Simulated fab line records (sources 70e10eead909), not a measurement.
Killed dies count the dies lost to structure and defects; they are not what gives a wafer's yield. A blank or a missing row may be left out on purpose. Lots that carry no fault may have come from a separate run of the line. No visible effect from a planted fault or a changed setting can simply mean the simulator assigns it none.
Which of the tools did it?    flow nand_harc    23 lots with 69 wafers sampled at 6 steps, on a route of 1159 steps

## WHAT THE GAUGES READ, wafer by wafer
The record holds no reading of a measuring or inspecting step that can be judged against a usual standard deviation.

## WHICH TOOL RAN EACH LOT (tool, then ch and the chambers of the sampled wafers, then the start)
lot   NHARC_A_STAIRCASE_TRIM_22                      NHARC_A_STAIRCASE_DESCUM_186        NHARC_A_STAIRCASE_ETCH_192                     NHARC_A_STAIRCASE_TRIM_222                     NHARC_A_STAIRCASE_TRIM_235                     NHARC_A_STAIRCASE_HM_DEP_462
L074  rie_diel-05 ch 0,1,2, day 10 10:04 or earlier  rie_diel-01 ch 0,2,3, day 10 10:04  rie_diel-01 ch 0,2,3, day 11 06:28 or earlier  rie_diel-10 ch 1,2, day 11 06:28 or earlier    rie_diel-10 ch 1,2, day 11 06:28 or earlier    acl_dep-01 ch 0, day 11 06:28
L077  rie_diel-05 ch 1,3, day 11 07:37 or earlier    rie_diel-01 ch 1,3, day 11 07:37    rie_diel-01 ch 0,3, day 11 22:43 or earlier    rie_diel-05 ch 1,2, day 11 22:43 or earlier    rie_diel-10 ch 0,2,3, day 11 22:43 or earlier  acl_dep-02 ch 0, day 11 22:43
L075  rie_diel-10 ch 0,3, day 11 08:05 or earlier    rie_diel-10 ch 2,3, day 11 08:05    rie_diel-10 ch 1,2, day 11 23:44 or earlier    rie_diel-05 ch 0,1,3, day 11 23:44 or earlier  rie_diel-05 ch 1,2,3, day 11 23:44 or earlier  acl_dep-01 ch 0, day 11 23:44
L076  rie_diel-05 ch 2,3, day 11 12:16 or earlier    rie_diel-05 ch 0,1, day 11 12:16    rie_diel-05 ch 0,2,3, day 12 03:03 or earlier  rie_diel-01 ch 1,2, day 12 03:03 or earlier    rie_diel-05 ch 0,1,2, day 12 03:03 or earlier  acl_dep-02 ch 0, day 12 03:03
L078  rie_diel-10 ch 0,1, day 12 02:50 or earlier    rie_diel-01 ch 0,2, day 12 02:50    rie_diel-01 ch 1,2, day 12 19:48 or earlier    rie_diel-10 ch 0,1,2, day 12 19:48 or earlier  rie_diel-01 ch 0,1, day 12 19:48 or earlier    acl_dep-03 ch 0, day 12 19:48
L079  rie_diel-05 ch 1,3, day 12 03:09 or earlier    rie_diel-10 ch 0,1,2, day 12 03:09  rie_diel-10 ch 0,1,3, day 12 19:41 or earlier  rie_diel-05 ch 0,1,3, day 12 19:41 or earlier  rie_diel-10 ch 0,1,2, day 12 19:41 or earlier  acl_dep-02 ch 0, day 12 19:41
L080  rie_diel-01 ch 0,1,3, day 12 16:35 or earlier  rie_diel-10 ch 1,3, day 12 16:35    rie_diel-10 ch 0,2,3, day 13 17:27 or earlier  rie_diel-05 ch 0,1,3, day 13 17:27 or earlier  rie_diel-05 ch 1,2, day 13 17:27 or earlier    acl_dep-02 ch 0, day 13 17:27
L082  rie_diel-05 ch 0,1,2, day 12 23:37 or earlier  rie_diel-05 ch 0,1,3, day 12 23:37  rie_diel-05 ch 0,2,3, day 14 00:17 or earlier  rie_diel-10 ch 0,1,3, day 14 00:17 or earlier  rie_diel-01 ch 0,2,3, day 14 00:17 or earlier  acl_dep-03 ch 0, day 14 00:17
L083  rie_diel-01 ch 1,2,3, day 13 02:35 or earlier  rie_diel-05 ch 0,2,3, day 13 02:35  rie_diel-05 ch 0,3, day 14 01:52 or earlier    rie_diel-05 ch 0,1, day 14 01:52 or earlier    rie_diel-10 ch 0,3, day 14 01:52 or earlier    acl_dep-03 ch 0, day 14 01:52
L081  rie_diel-10 ch 0,2, day 13 02:53 or earlier    rie_diel-05 ch 0,1,2, day 13 02:53  rie_diel-05 ch 0,1,3, day 14 01:31 or earlier  rie_diel-10 ch 0,1, day 14 01:31 or earlier    rie_diel-10 ch 1,2,3, day 14 01:31 or earlier  acl_dep-01 ch 0, day 14 01:31
L084  rie_diel-05 ch 0,1, day 13 15:27 or earlier    rie_diel-05 ch 0,1, day 13 15:27    rie_diel-05 ch 0,1,2, day 14 08:58 or earlier  rie_diel-10 ch 1,2,3, day 14 08:58 or earlier  rie_diel-10 ch 0,1,3, day 14 08:58 or earlier  acl_dep-01 ch 0, day 14 08:58
L085  rie_diel-10 ch 0,1,3, day 14 02:54 or earlier  rie_diel-10 ch 0,2,3, day 14 02:54  rie_diel-10 ch 2,3, day 14 17:59 or earlier    rie_diel-05 ch 1,2,3, day 14 17:59 or earlier  rie_diel-05 ch 0,1,3, day 14 17:59 or earlier  acl_dep-03 ch 0, day 14 17:59
L087  rie_diel-10 ch 0,3, day 14 08:19 or earlier    rie_diel-05 ch 1,2,3, day 14 08:19  rie_diel-05 ch 2,3, day 15 00:40 or earlier    rie_diel-10 ch 2,3, day 15 00:40 or earlier    rie_diel-10 ch 1,2,3, day 15 00:40 or earlier  acl_dep-02 ch 0, day 15 00:40
L088  rie_diel-10 ch 0,2,3, day 14 08:37 or earlier  rie_diel-10 ch 0,2,3, day 14 08:37  rie_diel-10 ch 1,2,3, day 15 00:32 or earlier  rie_diel-05 ch 0,2,3, day 15 00:32 or earlier  rie_diel-05 ch 0,2,3, day 15 00:32 or earlier  acl_dep-01 ch 0, day 15 00:32
L086  rie_diel-01 ch 1,2, day 14 15:16 or earlier    rie_diel-05 ch 0,1, day 14 15:16    rie_diel-05 ch 0,1, day 15 08:56 or earlier    rie_diel-10 ch 0,3, day 15 08:56 or earlier    rie_diel-01 ch 0,1, day 15 08:56 or earlier    acl_dep-01 ch 0, day 15 08:56
L090  rie_diel-01 ch 1,3, day 14 20:35 or earlier    rie_diel-05 ch 0,2,3, day 14 20:35  rie_diel-05 ch 0,1,2, day 15 13:42 or earlier  rie_diel-10 ch 0,2,3, day 15 13:42 or earlier  rie_diel-10 ch 0,2,3, day 15 13:42 or earlier  acl_dep-03 ch 0, day 15 13:42
L089  rie_diel-05 ch 1,2, day 14 20:55 or earlier    rie_diel-10 ch 0,3, day 14 20:55    rie_diel-10 ch 1,2, day 15 15:10 or earlier    rie_diel-05 ch 2,3, day 15 15:10 or earlier    rie_diel-10 ch 0,2,3, day 15 15:10 or earlier  acl_dep-01 ch 0, day 15 15:10
L091  rie_diel-05 ch 1,2,3, day 15 06:33 or earlier  rie_diel-10 ch 0,2,3, day 15 06:33  rie_diel-10 ch 0,1,3, day 16 04:51 or earlier  rie_diel-01 ch 0,1,2, day 16 04:51 or earlier  rie_diel-01 ch 0,2,3, day 16 04:51 or earlier  acl_dep-03 ch 0, day 16 04:51
L092  rie_diel-01 ch 0,1,2, day 15 11:10 or earlier  rie_diel-10 ch 0,1,3, day 15 11:10  rie_diel-01 ch 0,2,3, day 16 07:58 or earlier  rie_diel-05 ch 0,2,3, day 16 07:58 or earlier  rie_diel-01 ch 0,1,2, day 16 07:58 or earlier  acl_dep-03 ch 0, day 16 07:58
L094  rie_diel-01 ch 0,1, day 15 20:11 or earlier    rie_diel-01 ch 2,3, day 15 20:11    rie_diel-01 ch 0,1,2, day 16 18:46 or earlier  rie_diel-05 ch 2,3, day 16 18:46 or earlier    rie_diel-05 ch 0,1,3, day 16 18:46 or earlier  acl_dep-03 ch 0, day 16 18:46
L095  rie_diel-01 ch 1,2, day 15 22:29 or earlier    rie_diel-01 ch 0,3, day 15 22:29    rie_diel-01 ch 1,2,3, day 16 20:57 or earlier  rie_diel-10 ch 1,2, day 16 20:57 or earlier    rie_diel-05 ch 0,1, day 16 20:57 or earlier    acl_dep-02 ch 0, day 16 20:57
L097  rie_diel-01 ch 1,2, day 16 07:26 or earlier    rie_diel-10 ch 0,1,3, day 16 07:26  rie_diel-10 ch 0,1, day 17 00:13 or earlier    rie_diel-01 ch 0,1,3, day 17 00:13 or earlier  rie_diel-01 ch 0,3, day 17 00:13 or earlier    acl_dep-01 ch 0, day 17 00:13
L096  rie_diel-05 ch 0,1,2, day 16 13:27 or earlier  rie_diel-10 ch 0,1, day 16 13:27    rie_diel-10 ch 0,2,3, day 17 04:01 or earlier  rie_diel-05 ch 2,3, day 17 04:01 or earlier    rie_diel-05 ch 0,1, day 17 04:01 or earlier    acl_dep-02 ch 0, day 17 04:01
- NHARC_A_STAIRCASE_TRIM_22: chemistry O2, time 211.2 s.
- NHARC_A_STAIRCASE_DESCUM_186: chemistry O2, time 3 s.
- NHARC_A_STAIRCASE_ETCH_192: etches the open film in C4F8/O2, target depth 100 nm, time 40.5 s.
- NHARC_A_STAIRCASE_TRIM_222: chemistry O2, time 211.2 s.
- NHARC_A_STAIRCASE_TRIM_235: chemistry O2, time 211.2 s.
- NHARC_A_STAIRCASE_HM_DEP_462: deposits aC, target thk 800 nm.

## AS READ BY THE TOOLS THEMSELVES (means over the sampled wafers that have a number; for cases with no such wafer, the mark the record gives instead)
NHARC_A_STAIRCASE_TRIM_22. Usual: drypump_motor_current_A 5.5 A, standard deviation 0.39; oes_product_au 1.003 a.u., standard deviation 0.0074; rf_vpp_V 57.7 V, standard deviation 0.88; showerhead_plenum_p_Torr 3.52 Torr, standard deviation 0.16; throttle_valve_pct 17.036 %, standard deviation 0.009.
lot   tool         drypump_motor_current_A (A)  oes_product_au (a.u.)  rf_vpp_V (V)  showerhead_plenum_p_Torr (Torr)  throttle_valve_pct (%)  flag
L074  rie_diel-05  5.8                          1.004                  57.6          3.46                             17.042                  
L077  rie_diel-05  5.7                          1.003                  57.5          3.49                             17.040                  
L075  rie_diel-10  5.3                          1.005                  57.8          3.56                             17.032                  
L076  rie_diel-05  5.1                          1.008                  58.5          3.49                             17.029                  
L078  rie_diel-10  5.3                          1.007                  57.1          3.50                             17.038                  
L079  rie_diel-05  5.7                          1.001                  57.9          3.49                             17.036                  
L080  rie_diel-01  5.6                          0.994                  57.5          3.46                             17.032                  
L082  rie_diel-05  5.8                          1.010                  57.6          3.45                             17.026                  
L083  rie_diel-01  5.5                          1.000                  58.0          3.44                             17.036                  
L081  rie_diel-10  5.8                          1.005                  58.2          3.59                             17.029                  
L084  rie_diel-05  6.0                          1.001                  58.2          3.42                             17.029                  
L085  rie_diel-10  5.3                          1.005                  57.3          3.59                             17.031                  
L087  rie_diel-10  5.2                          1.005                  57.8          3.44                             17.045                  
L088  rie_diel-10  5.5                          1.013                  57.8          3.56                             17.040                  
L086  rie_diel-01  5.6                          1.005                  57.3          3.45                             17.038                  
L090  rie_diel-01  5.3                          1.009                  58.8          3.76                             17.041                  
L089  rie_diel-05  5.6                          0.999                  57.8          3.53                             17.038                  
L091  rie_diel-05  5.5                          0.992                  57.6          3.49                             17.035                  
L092  rie_diel-01  5.6                          0.995                  57.1          3.46                             17.037                  
L094  rie_diel-01  5.9                          1.003                  58.5          3.56                             17.040                  
L095  rie_diel-01  5.6                          1.003                  57.3          3.44                             17.031                  
L097  rie_diel-01  5.6                          1.003                  58.4          3.44                             17.033                  
L096  rie_diel-05  5.8                          1.007                  57.1          3.61                             17.034                  

NHARC_A_STAIRCASE_DESCUM_186. Usual: drypump_motor_current_A 5.6 A, standard deviation 0.39; oes_product_au 1.001 a.u., standard deviation 0.0076; rf_vpp_V 57.8 V, standard deviation 0.95; showerhead_plenum_p_Torr 1.91 Torr, standard deviation 0.1; throttle_valve_pct 11.311 %, standard deviation 0.0098.
lot   tool         drypump_motor_current_A (A)  oes_product_au (a.u.)  rf_vpp_V (V)  showerhead_plenum_p_Torr (Torr)  throttle_valve_pct (%)  flag
L074  rie_diel-01  5.4                          1.003                  57.0          1.81                             11.316                  
L077  rie_diel-01  5.3                          0.993                  57.3          1.85                             11.318                  
L075  rie_diel-10  5.8                          1.008                  57.7          2.01                             11.304                  
L076  rie_diel-05  6.1                          1.006                  57.3          1.86                             11.324                  
L078  rie_diel-01  5.5                          0.994                  57.2          1.82                             11.312                  
L079  rie_diel-10  5.6                          1.004                  57.5          1.97                             11.301                  
L080  rie_diel-10  5.4                          1.000                  58.4          2.04                             11.315                  
L082  rie_diel-05  5.7                          1.009                  57.4          1.85                             11.305                  
L083  rie_diel-05  5.5                          1.006                  57.8          1.85                             11.303                  
L081  rie_diel-05  5.8                          0.994                  57.8          1.87                             11.315                  
L084  rie_diel-05  6.1                          1.005                  57.4          1.81                             11.306                  
L085  rie_diel-10  5.5                          1.003                  58.2          1.93                             11.307                  
L087  rie_diel-05  5.4                          0.999                  57.8          1.90                             11.305                  
L088  rie_diel-10  5.5                          0.991                  56.7          1.93                             11.312                  
L086  rie_diel-05  6.0                          0.998                  57.6          1.81                             11.308                  
L090  rie_diel-05  5.4                          1.002                  58.0          1.85                             11.312                  
L089  rie_diel-10  5.3                          1.003                  57.4          1.92                             11.313                  
L091  rie_diel-10  5.5                          1.002                  57.7          1.93                             11.307                  
L092  rie_diel-10  5.3                          1.006                  58.5          1.95                             11.313                  
L094  rie_diel-01  5.3                          1.003                  57.1          1.89                             11.314                  
L095  rie_diel-01  5.4                          1.013                  57.6          1.91                             11.319                  
L097  rie_diel-10  5.3                          0.997                  57.8          1.95                             11.315                  
L096  rie_diel-10  5.3                          1.004                  57.7          1.97                             11.315                  

NHARC_A_STAIRCASE_ETCH_192. Usual: oes_product_au 0.940 a.u., standard deviation 0.0098; rf_vpp_V 896 V, standard deviation 6.3.
lot   tool         oes_product_au (a.u.)  rf_vpp_V (V)  flag
L074  rie_diel-01  0.936                  890           
L077  rie_diel-01  0.929                  890           
L075  rie_diel-10  0.939                  904           
L076  rie_diel-05  0.940                  893           
L078  rie_diel-01  0.944                  898           
L079  rie_diel-10  0.943                  898           
L080  rie_diel-10  0.934                  897           
L082  rie_diel-05  0.952                  891           
L083  rie_diel-05  0.944                  888           
L081  rie_diel-05  0.940                  893           
L084  rie_diel-05  0.945                  893           
L085  rie_diel-10  0.952                  902           
L087  rie_diel-05  0.944                  896           
L088  rie_diel-10  0.940                  902           
L086  rie_diel-05  0.931                  889           
L090  rie_diel-05  0.921                  892           
L089  rie_diel-10  0.930                  904           
L091  rie_diel-10  0.939                  898           
L092  rie_diel-01  0.930                  895           
L094  rie_diel-01  0.935                  893           
L095  rie_diel-01  0.930                  898           
L097  rie_diel-10  0.945                  900           
L096  rie_diel-10  0.955                  897           

NHARC_A_STAIRCASE_TRIM_222. Usual: drypump_motor_current_A 5.6 A, standard deviation 0.4; oes_product_au 1.003 a.u., standard deviation 0.0069; rf_vpp_V 57.8 V, standard deviation 0.89; showerhead_plenum_p_Torr 3.54 Torr, standard deviation 0.16; throttle_valve_pct 17.037 %, standard deviation 0.009.
lot   tool         drypump_motor_current_A (A)  oes_product_au (a.u.)  rf_vpp_V (V)  showerhead_plenum_p_Torr (Torr)  throttle_valve_pct (%)  flag
L074  rie_diel-10  5.6                          1.000                  58.1          3.77                             17.046                  
L077  rie_diel-05  5.8                          1.004                  57.0          3.53                             17.039                  
L075  rie_diel-05  5.7                          0.998                  56.7          3.42                             17.026                  
L076  rie_diel-01  5.6                          0.997                  58.0          3.46                             17.039                  
L078  rie_diel-10  5.6                          0.999                  57.7          3.62                             17.039                  
L079  rie_diel-05  5.7                          0.998                  57.6          3.42                             17.029                  
L080  rie_diel-05  5.7                          1.004                  57.3          3.41                             17.037                  
L082  rie_diel-10  5.3                          1.003                  58.3          3.60                             17.032                  
L083  rie_diel-05  6.1                          0.998                  56.3          3.42                             17.035                  
L081  rie_diel-10  5.3                          1.009                  57.7          3.50                             17.038                  
L084  rie_diel-10  5.6                          1.013                  57.6          3.71                             17.038                  
L085  rie_diel-05  5.4                          1.006                  57.5          3.50                             17.032                  
L087  rie_diel-10  5.6                          1.001                  58.9          3.67                             17.040                  
L088  rie_diel-05  5.5                          1.002                  57.9          3.42                             17.042                  
L086  rie_diel-10  5.3                          1.001                  58.0          3.44                             17.035                  
L090  rie_diel-10  5.6                          1.000                  57.8          3.56                             17.043                  
L089  rie_diel-05  5.2                          1.008                  58.2          3.51                             17.044                  
L091  rie_diel-01  5.7                          1.001                  57.8          3.46                             17.038                  
L092  rie_diel-05  5.5                          1.007                  57.5          3.60                             17.036                  
L094  rie_diel-05  5.2                          1.010                  57.2          3.51                             17.040                  
L095  rie_diel-10  5.9                          1.005                  58.7          3.72                             17.035                  
L097  rie_diel-01  5.5                          1.004                  58.1          3.61                             17.022                  
L096  rie_diel-05  5.1                          1.005                  56.7          3.47                             17.038                  

NHARC_A_STAIRCASE_TRIM_235. Usual: drypump_motor_current_A 5.6 A, standard deviation 0.39; oes_product_au 1.004 a.u., standard deviation 0.0073; rf_vpp_V 57.8 V, standard deviation 0.96; showerhead_plenum_p_Torr 3.55 Torr, standard deviation 0.17; throttle_valve_pct 17.038 %, standard deviation 0.0091.
lot   tool         drypump_motor_current_A (A)  oes_product_au (a.u.)  rf_vpp_V (V)  showerhead_plenum_p_Torr (Torr)  throttle_valve_pct (%)  flag
L074  rie_diel-10  5.7                          0.998                  58.1          3.77                             17.042                  
L077  rie_diel-10  5.6                          1.005                  57.8          3.57                             17.043                  
L075  rie_diel-05  5.4                          1.002                  57.0          3.51                             17.022                  
L076  rie_diel-05  5.8                          0.994                  56.9          3.45                             17.044                  
L078  rie_diel-01  5.7                          0.998                  58.4          3.49                             17.036                  
L079  rie_diel-10  5.6                          1.004                  57.1          3.62                             17.029                  
L080  rie_diel-05  5.8                          1.010                  57.5          3.52                             17.035                  
L082  rie_diel-01  5.3                          0.998                  57.5          3.35                             17.039                  
L083  rie_diel-10  5.3                          0.999                  58.2          3.45                             17.036                  
L081  rie_diel-10  5.6                          1.002                  58.6          3.71                             17.043                  
L084  rie_diel-10  5.3                          0.998                  57.8          3.59                             17.039                  
L085  rie_diel-05  5.7                          1.004                  57.6          3.41                             17.039                  
L087  rie_diel-10  5.6                          1.005                  59.1          3.71                             17.033                  
L088  rie_diel-05  5.5                          1.005                  58.1          3.42                             17.042                  
L086  rie_diel-01  5.7                          1.006                  57.5          3.48                             17.044                  
L090  rie_diel-10  5.5                          1.000                  58.0          3.56                             17.031                  
L089  rie_diel-10  5.5                          1.007                  58.3          3.56                             17.043                  
L091  rie_diel-01  5.3                          1.004                  57.3          3.51                             17.045                  
L092  rie_diel-01  5.7                          0.999                  58.3          3.46                             17.037                  
L094  rie_diel-05  5.7                          1.002                  57.9          3.58                             17.045                  
L095  rie_diel-05  6.1                          1.008                  57.9          3.70                             17.032                  
L097  rie_diel-01  5.2                          1.024                  58.5          3.65                             17.030                  
L096  rie_diel-05  6.0                          1.004                  59.0          3.59                             17.034                  

NHARC_A_STAIRCASE_HM_DEP_462. Usual: throttle_valve_pct 35.000 %, standard deviation 0.0085.
lot   tool        throttle_valve_pct (%)  flag
L074  acl_dep-01  34.997                  
L077  acl_dep-02  35.006                  
L075  acl_dep-01  35.000                  
L076  acl_dep-02  35.008                  
L078  acl_dep-03  34.998                  
L079  acl_dep-02  35.000                  
L080  acl_dep-02  35.006                  
L082  acl_dep-03  35.001                  
L083  acl_dep-03  34.994                  
L081  acl_dep-01  34.990                  
L084  acl_dep-01  34.999                  
L085  acl_dep-03  35.001                  
L087  acl_dep-02  35.004                  
L088  acl_dep-01  35.004                  
L086  acl_dep-01  35.005                  
L090  acl_dep-03  35.003                  
L089  acl_dep-01  34.993                  
L091  acl_dep-03  34.999                  
L092  acl_dep-03  35.001                  
L094  acl_dep-03  34.995                  
L095  acl_dep-02  34.997                  
L097  acl_dep-01  34.999                  
L096  acl_dep-02  34.988                  

## THE ANSWER, worked out from the rows above alone
Rule: take the mean of a lot's wafers that have a number; if it is more than 3 standard deviations from the usual mean, the lot is off. A lot without any number at a reading at which 4 lots or more have one is off too. Where the step has rows for the other lots, those lots are counted as sound. First the gauges in route order, then the tools' own readings, where a lot's mean is used as printed above. At the first step where some lot is off, the reading lying furthest off is the one used; lots without a number count as furthest.
No lot is off at any reading shown: from this, nothing can be told.

## WHAT WAS PUT IN BY THE SIMULATOR
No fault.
